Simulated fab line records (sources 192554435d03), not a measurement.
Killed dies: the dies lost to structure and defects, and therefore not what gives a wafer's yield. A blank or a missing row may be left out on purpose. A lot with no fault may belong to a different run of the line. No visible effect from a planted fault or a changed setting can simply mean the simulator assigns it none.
fab line records	flow n5-finfet
record: lots: 9	wafers: 27	last-day: 17
route steps=1938 shown BEOL_M1@839 BEOL_M2@851 BEOL_M4@1111 PASSIVATION@1936
lots with no fault: from the same line, run without faults
start-h: hours from the record's opening day to when the first of the lot's shown wafers began	wait-h: hours elapsed since this lot's preceding step	" same as the row above	L1.1+2: one row covering several wafers at once	- either no value or no given start	* or withheld: withheld	< > ~ a bound
route shown NAME@n: names a module that has steps shown in the file, with the first one's number in the route	usual: average and standard deviation across the fault-free wafers	same: alike in all rows	chamber/n: place in a boat	sites: per-site readings	_std_site: the values' standard deviation	_edge_site: inner sites' mean taken away from outer sites' mean	radius-mm: for every site, how far away it sits from the centre of the wafer	mask NAME#n: copy n	behind: the tool/chamber that last shaped the wafer	hold: cause of the lot's hold/its duration in hours/its outcome	device: transistor that didn't switch, given as n, p or np	end of line: tests run on the same wafers once the route is complete	for a step that has no rows: nothing shown but its recipe	killed: not the wafer's yield, but the dies lost to structure and defects at the first sort	map: a wafer's dies, x killed, . not, _ none there
set.NAME: the setting the step ran with; set.NAME@STEP: the setting that earlier step ran with	model.NAME: the simulator's own value behind a step, which no gauge read
steps of the route over a sample of lots; a table a step, a row a wafer
services: the hour from which a tool's chamber was out of use, counted from the record's first day as start-h (under 0 if before that day), plus the number of hours and why
== steps ==
step: N5_BEOL_M1_RS_MEAS_58
recipe: thk-meas-gauge: four-point-probe	reads: Co_of_BEOL_M1_CO_CAP_55+Cu_of_BEOL_M1_ECD_50+Co_of_BEOL_M1_CVD_47+TaN_of_BEOL_M1_ALD_84
usual: M1_RS: 0.67/0.033
lot.wafer	tool	chamber	start-h	wait-h	M1_RS[ohm/sq]
L240.1	film-metro-02	-	140.25	0.0	0.72
L240.3	"	-	"	"	0.71
L240.6	"	-	"	"	0.63
L242.2	film-metro-02	-	162.51	0.1	0.72
L242.3	"	-	"	"	0.70
L242.5	"	-	"	"	0.65
L244.2	film-metro-02	-	166.09	0.1	0.68
L244.4	"	-	"	"	0.66
L244.6	"	-	"	"	0.66
L245.1	film-metro-02	-	167.38	0.0	0.70
L245.4	"	-	"	"	0.66
L245.5	"	-	"	"	0.66
L246.3	film-metro-02	-	174.25	0.1	0.64
L246.5	"	-	"	"	0.63
L246.6	"	-	"	"	0.60
L248.2	film-metro-01	-	182.95	0.1	0.71
L248.3	"	-	"	"	0.70
L248.4	"	-	"	"	0.68
L256.1	film-metro-02	-	227.51	0.0	0.68
L256.2	"	-	"	"	0.68
L256.6	"	-	"	"	0.62
L261.1	film-metro-01	-	259.25	0.0	0.65
L261.2	"	-	"	"	0.66
L261.5	"	-	"	"	0.66
L262.1	film-metro-02	-	266.70	0.0	0.66
L262.2	"	-	"	"	0.69
L262.5	"	-	"	"	0.67
step: N5_BEOL_M1_INSPECT_59
recipe: inspect-instrument: darkfield	mode: post-dep
usual: raw-defect-count: 71/28
lot.wafer	tool	chamber	start-h	wait-h	raw-defect-count
L240.1	defect-inspect-01	-	140.27	0.0	90
L240.3	"	-	"	"	128
L240.6	"	-	"	"	64
L242.2	defect-inspect-01	-	162.54	0.0	82
L242.3	"	-	"	"	70
L242.5	"	-	"	"	42
L244.2	defect-inspect-01	-	166.12	0.0	91
L244.4	"	-	"	"	98
L244.6	"	-	"	"	170
L245.1	defect-inspect-01	-	167.40	0.0	56
L245.4	"	-	"	"	125
L245.5	"	-	"	"	74
L246.3	defect-inspect-01	-	174.28	0.0	95
L246.5	"	-	"	"	82
L246.6	"	-	"	"	58
L248.2	defect-inspect-01	-	182.98	0.0	55
L248.3	"	-	"	"	91
L248.4	"	-	"	"	79
L256.1	defect-inspect-01	-	227.54	0.0	95
L256.2	"	-	"	"	77
L256.6	"	-	"	"	112
L261.1	defect-inspect-02	-	259.28	0.0	65
L261.2	"	-	"	"	73
L261.5	"	-	"	"	32
L262.1	defect-inspect-02	-	266.73	0.0	60
L262.2	"	-	"	"	78
L262.5	"	-	"	"	68
step: N5_BEOL_M2_EXPOSE_08
recipe: mask-id: M2	na: 0.33	source-shape: dipole	sigma-inner: 0.369	sigma-outer: 0.767	polarization: unpolarized	dose-mj: 41.25
lot.wafer	tool	chamber	start-h	wait-h	mask
L240.1+3+6	euv-scanner-02	0	141.83	-	M2#0
L242.2+3+5	euv-scanner-02	0	164.00	-	M2#0
L244.2+4+6	euv-scanner-02	0	167.43	-	M2#0
L245.1+4+5	euv-scanner-02	0	168.37	-	M2#0
L246.3+5+6	euv-scanner-02	0	175.08	-	M2#0
L248.2+3+4	euv-scanner-01	0	183.67	-	M2#0
L256.1+2+6	euv-scanner-01	0	228.65	-	M2#0
L261.1+2+5	euv-scanner-02	0	260.63	-	M2#0
L262.1+2+5	euv-scanner-02	0	267.91	-	M2#0
step: N5_BEOL_M2_OVL_MEAS_12
recipe: points-per-wafer: 522
usual: M2_OVL: 0.4/0.72
lot.wafer	tool	chamber	start-h	wait-h	M2_OVL[nm]
L240.1	overlay-01	0	141.99	0.0	-0.8
L240.3	"	0	"	"	-1.1
L240.6	"	0	"	"	0.0
L242.2	overlay-01	0	164.16	0.0	0.2
L242.3	"	0	"	"	0.2
L242.5	"	0	"	"	0.9
L244.2	overlay-01	0	167.59	0.0	0.2
L244.4	"	0	"	"	0.8
L244.6	"	0	"	"	-0.1
L245.1	overlay-01	0	168.53	0.0	1.3
L245.4	"	0	"	"	0.0
L245.5	"	0	"	"	-0.2
L246.3	overlay-01	0	175.24	0.0	0.7
L246.5	"	0	"	"	-0.4
L246.6	"	0	"	"	-0.7
L248.2	overlay-01	0	183.83	0.0	0.2
L248.3	"	0	"	"	0.1
L248.4	"	0	"	"	0.8
L256.1	overlay-01	0	228.82	0.0	0.2
L256.2	"	0	"	"	-0.7
L256.6	"	0	"	"	-0.6
L261.1	overlay-01	0	260.80	0.0	7.5
L261.2	"	0	"	"	7.2
L261.5	"	0	"	"	7.9
L262.1	overlay-01	0	268.08	0.0	7.2
L262.2	"	0	"	"	8.2
L262.5	"	0	"	"	7.5
step: N5_BEOL_M2_DESCUM_16
recipe: chemistry: O2	time-s: 7	source-power-w: 50	bias-power-w: 20	pressure-mtorr: 20	rf-frequency-hz: 2.712e+07	temp-c: 40	resist: CAR-EUV	o2-flow-sccm: 225
usual: drypump-motor-current-A: 5.6/0.42	oes-product-au: 0.78/0.095	rf-fwd-power-W: 49.42/0.19	rf-vpp-V: 243.0/1.3	showerhead-plenum-p-Torr: 2.08/0.067	throttle-valve-pct: 20.42/0.18
lot.wafer	tool	chamber	start-h	wait-h	drypump-motor-current-A	oes-product-au	rf-fwd-power-W	rf-hours-counter-h	rf-vpp-V	showerhead-plenum-p-Torr	throttle-valve-pct
L240.1	rie-diel-05	1	142.47	0.0	5.2	0.73	49.63	173	243.8	2.08	20.41
L240.3	"	0	"	"	5.7	0.72	49.47	181	242.9	2.07	20.46
L240.6	"	3	"	"	5.2	0.99	49.64	-	242.6	2.05	20.46
L242.2	rie-diel-06	3	164.24	0.0	6.4	0.72	49.44	192	241.6	1.99	20.31
L242.3	"	0	"	"	5.0	0.71	49.46	229	243.0	2.18	20.78
L242.5	"	1	"	"	5.4	0.77	48.99	-	243.0	2.09	20.11
L244.2	rie-diel-06	3	167.78	0.1	6.5	0.72	49.44	194	242.9	1.99	20.33
L244.4	"	1	"	"	5.4	0.77	49.02	-	242.3	2.09	20.11
L244.6	"	3	"	"	6.5	0.71	49.25	-	242.0	1.99	20.32
L245.1	rie-diel-03	0	169.02	0.4	6.1	0.82	49.45	99	241.4	2.04	20.52
L245.4	"	3	"	"	5.6	0.90	49.39	38	242.7	2.04	20.29
L245.5	"	2	"	"	6.2	0.74	49.69	-	240.9	2.01	20.50
L246.3	rie-diel-03	3	175.32	0.0	5.6	0.91	49.38	40	243.0	2.04	20.30
L246.5	"	2	"	"	6.2	0.75	49.64	-	241.5	2.01	20.50
L246.6	"	1	"	"	5.3	0.99	49.22	-	243.7	2.17	20.58
L248.2	rie-diel-05	1	184.30	0.4	5.2	0.71	49.72	190	244.2	2.08	20.45
L248.3	"	0	"	"	5.7	0.72	49.33	194	241.6	2.07	20.47
L248.4	"	3	"	"	5.2	0.92	49.53	-	242.7	2.05	20.46
L256.1	rie-diel-05	2	228.91	0.0	5.7	0.74	49.67	202	244.6	2.17	20.13
L256.2	"	1	"	"	5.2	0.71	49.47	204	241.1	2.07	20.46
L256.6	"	1	"	"	5.2	0.71	49.59	-	242.4	2.07	20.46
L261.1	rie-diel-06	3	260.89	0.0	6.4	0.69	49.36	228	242.1	1.98	20.37
L261.2	"	0	"	"	5.0	0.96	49.39	6	245.4	2.17	20.46
L261.5	"	2	"	"	5.6	0.89	49.11	-	245.4	2.23	20.21
L262.1	rie-diel-05	0	268.17	0.0	5.7	0.70	49.31	223	241.8	2.06	20.52
L262.2	"	3	"	"	5.2	0.86	49.75	45	242.6	2.04	20.52
L262.5	"	3	"	"	5.2	0.87	49.31	-	242.9	2.04	20.51
step: N5_BEOL_M4_RC_MEAS_101
usual: DIBL_N: 35.8/1.8	DIBL_P: 35.6/2	IOFF_N: 0.148/0.028	IOFF_P: 0.20/0.034	ION_N: 672/12	ION_P: 462/8.5	SS_N: 71.2/0.65	SS_P: 73.1/0.67	VT_N: 251/3.3	VT_P: -251/3.8
lot.wafer	tool	chamber	start-h	wait-h	DIBL_N[mV/V]	DIBL_P[mV/V]	IOFF_N[nA/um]	IOFF_P[nA/um]	ION_N[uA/um]	ION_P[uA/um]	SS_N[mV/dec]	SS_P[mV/dec]	VT_N[mV]	VT_P[mV]
L240.1	prober-01	0	170.97	0.0	37.7	38.6	0.156	0.22	647	451	72.1	73.9	252	-247
L240.3	"	0	"	"	36.9	36.7	0.151	0.20	672	461	70.9	72.5	252	-248
L240.6	"	0	"	"	36.8	37.4	0.145	0.21	674	464	70.4	73.5	250	-248
L242.2	prober-01	0	192.61	0.2	36.3	34.1	0.138	0.20	662	464	71.5	73.2	253	-248
L242.3	"	0	"	"	36.9	34.5	0.141	0.21	675	469	70.9	73.8	253	-248
L242.5	"	0	"	"	38.3	36.7	0.175	0.24	677	468	71.1	73.7	247	-248
L244.2	prober-01	0	196.57	0.2	37.6	36.9	0.169	0.20	693	465	71.9	73.8	245	-252
L244.4	"	0	"	"	37.9	37.5	0.162	0.22	684	461	71.7	74.0	247	-249
L244.6	"	0	"	"	36.8	35.5	0.147	0.18	675	462	71.4	72.9	251	-254
L246.3	prober-01	0	202.41	0.3	38.1	36.8	0.191	0.26	692	481	71.9	72.9	247	-244
L246.5	"	0	"	"	37.8	36.6	0.178	0.26	686	475	71.9	73.2	247	-242
L246.6	"	0	"	"	37.9	36.3	0.174	0.23	685	468	71.4	73.2	248	-246
L245.1	prober-02	0	203.75	0.0	33.2	32.1	0.111	0.16	667	459	70.4	72.0	254	-256
L245.4	"	0	"	"	34.2	33.6	0.129	0.19	674	467	70.5	72.8	250	-250
L245.5	"	0	"	"	34.0	32.3	0.116	0.16	655	453	70.5	72.6	254	-253
L248.2	prober-02	0	218.26	0.2	34.6	34.3	0.121	0.19	663	457	70.1	73.5	253	-249
L248.3	"	0	"	"	35.9	35.7	0.136	0.21	674	467	71.3	72.8	252	-247
L248.4	"	0	"	"	35.2	34.7	0.137	0.19	677	468	70.8	72.4	250	-249
L256.1	prober-02	0	264.20	0.0	38.4	39.2	0.153	0.18	669	448	71.5	74.0	255	-254
L256.2	"	0	"	"	32.6	32.9	0.076	0.12	626	430	70.0	71.7	266	-260
L256.6	"	0	"	"	36.1	37.3	0.117	0.16	662	449	70.3	73.5	259	-257
L261.1	prober-02	0	306.87	0.0	35.8	35.0	0.147	0.19	677	463	71.3	72.4	250	-248
L261.2	"	0	"	"	38.4	37.4	0.197	0.24	691	478	71.6	72.5	246	-247
L261.5	"	0	"	"	35.3	33.1	0.138	0.18	682	464	71.0	71.9	254	-250
L262.1	prober-02	0	310.71	0.0	34.5	34.1	0.145	0.19	673	471	70.7	72.4	249	-249
L262.2	"	0	"	"	35.1	35.6	0.163	0.21	687	470	70.5	72.9	246	-247
L262.5	"	0	"	"	35.3	35.2	0.164	0.21	692	469	70.9	72.9	247	-247
step: N5_PASSIVATION_PROBE_49
usual: defect-limited-yield: 91.3/1.5	killed_at_M0_to_M3: 34/11	killed_at_M4_up: 14/6.1	killed-at-contacts: 12/5.9	killed-at-front-end: 39/11	killed-at-other: 4/3.3	killed-dies: 102/18	killed-open: 67/13	killed-short: 33/7.9	sort_bin_5_function: 5.1/1	sort_bin_6_memory: 3.3/0.7	sort_bin_8_speed: 0.1/0.69	sort-n-pass: 1077/19	sort-yield-pct: 91.3/1.6
same: gross-dies: 1180	killed-at-back-side: 0	sort_bin_4_leakage[%]: 0
lot.wafer	tool	chamber	start-h	wait-h	defect-limited-yield[%]	killed_at_M0_to_M3	killed_at_M4_up	killed-at-contacts	killed-at-front-end	killed-at-other	killed-dies	killed-open	killed-short	sort_bin_5_function[%]	sort_bin_6_memory[%]	sort_bin_8_speed[%]	sort-n-pass	sort-yield-pct[%]
L245.1	prober-02	-	299.30	0.0	89.7	37	9	17	55	3	121	71	48	5.7	4.0	0	1059	89.7
L245.4	prober-02	-	299.45	0.2	90.5	30	16	9	55	2	112	71	40	5.3	4.0	0	1068	90.5
L245.5	prober-02	-	299.50	0.2	89.7	34	24	7	50	6	121	83	37	7.2	2.6	0	1059	89.7
L248.2	prober-01	-	322.07	0.1	92.1	30	17	11	27	8	93	56	32	4.9	2.7	0	1087	92.1
L248.3	prober-01	-	322.12	0.1	91.2	44	12	13	33	2	104	66	34	5.5	3.1	0	1076	91.2
L262.2	prober-01	-	404.24	0.1	92.9	30	15	9	28	2	84	55	24	4.4	2.6	0	1096	92.9
killed by level:class
L245.1 FIN_SAQP:geometric-particle:short=16 FIN_SAQP:geometric-particle:open=12 MOL_CONTACT_COAG:geometric-particle:open=12 STI_FIN_REVEAL:geometric-particle:open=9 BEOL_M3:geometric-particle:open=9 BEOL_M2:geometric-particle:open=6 BEOL_M3:geometric-particle:short=6 MOL_CONTACT_COAG:geometric-particle:short=5
L245.4 FIN_SAQP:geometric-particle:short=12 BEOL_M3:geometric-particle:open=12 STI_FIN_REVEAL:geometric-particle:open=11 FIN_SAQP:geometric-particle:open=9 MOL_CONTACT_COAG:geometric-particle:open=9 GATE_CUT:geometric-particle:short=8 GATE_CUT:geometric-particle:open=6 BEOL_M4:geometric-particle:open=6
L245.5 BEOL_M2:geometric-particle:open=12 FIN_SAQP:geometric-particle:open=9 FIN_SAQP:geometric-particle:short=9 BEOL_M4:geometric-particle:open=9 STI_FIN_REVEAL:geometric-particle:open=6 GATE_CUT:geometric-particle:open=6 BEOL_M0_SAQP:geometric-particle:open=6 MOL_CONTACT_COAG:geometric-particle:open=5
L248.2 FIN_SAQP:geometric-particle:open=8 MOL_CONTACT_COAG:geometric-particle:open=7 BEOL_M0_SAQP:geometric-particle:open=7 BEOL_M3:geometric-particle:open=7 BEOL_M0_SAQP:geometric-particle:short=6 BEOL_M2:geometric-particle:open=5 PAD_METAL:geometric-particle:short=5 FIN_SAQP:geometric-particle:short=4
L248.3 BEOL_M3:geometric-particle:open=11 BEOL_M0_SAQP:geometric-particle:open=10 MOL_CONTACT_COAG:geometric-particle:open=8 BEOL_M0_SAQP:geometric-particle:short=8 FIN_SAQP:geometric-particle:open=7 FIN_SAQP:geometric-particle:short=7 GATE_CUT:geometric-particle:short=4 MOL_CONTACT_COAG:geometric-particle:short=4
L262.2 BEOL_M3:geometric-particle:open=11 STI_FIN_REVEAL:geometric-particle:open=9 MOL_CONTACT_COAG:geometric-particle:open=8 BEOL_M0_SAQP:geometric-particle:open=4 BEOL_M0_SAQP:geometric-particle:short=4 BEOL_M4:geometric-particle:open=4 FIN_SAQP:geometric-particle:open=3 FIN_SAQP:geometric-particle:short=3
== services ==
tool	chamber	start-h	hours	kind
rie-diel-05	3	128.67	-	clean
rie-diel-05	3	128.67	-	consumable-replace:focus-ring
rie-diel-05	3	128.67	11.6	scheduled-down
rie-diel-05	3	128.67	11.6	vent-cycle
euv-scanner-02	-	130.83	5.8	pm
euv-scanner-01	-	145.95	8.0	pm
euv-scanner-02	-	157.43	1.0	pm
rie-diel-06	2	158.01	-	clean
rie-diel-06	2	158.01	-	consumable-replace:focus-ring
rie-diel-06	2	158.01	-	consumable-replace:showerhead
rie-diel-06	2	158.01	24.5	scheduled-down
euv-scanner-01	-	159.88	1.0	pm
euv-scanner-01	-	161.50	0.3	repair
rie-diel-05	2	169.34	16.3	repair
rie-diel-05	0	170.33	5.8	repair
euv-scanner-02	-	181.99	1.9	repair
euv-scanner-02	0	212.14	-	calibration
euv-scanner-02	-	215.68	1.0	pm
euv-scanner-01	-	216.74	1.0	pm
euv-scanner-01	-	218.13	0.9	repair
rie-diel-03	0	223.19	7.0	repair
euv-scanner-02	-	231.38	24.5	repair
rie-diel-06	3	249.82	7.8	repair
euv-scanner-01	-	261.75	1.1	repair
== key ==
first-sign: step: N5_BEOL_M2_OVL_MEAS_12	reading: M2_OVL	direction: up	sigmas: 10	usual: 0.4	struck: 7.6
effect none on later readings
met-at N5_BEOL_M2_EXPOSE_08
struck-lots L261,L262
not-acting-at N5_BEOL_M1_RS_MEAS_58,N5_BEOL_M1_INSPECT_59,N5_BEOL_M2_DESCUM_16
onset-between 175.08 260.63
also-fits time
fault: kind: scanner-matching-overlay	tool: euv-scanner-02	chamber: -	onset-h: 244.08	steps: N5_BEOL_M2_EXPOSE_08	offset: 7.1333
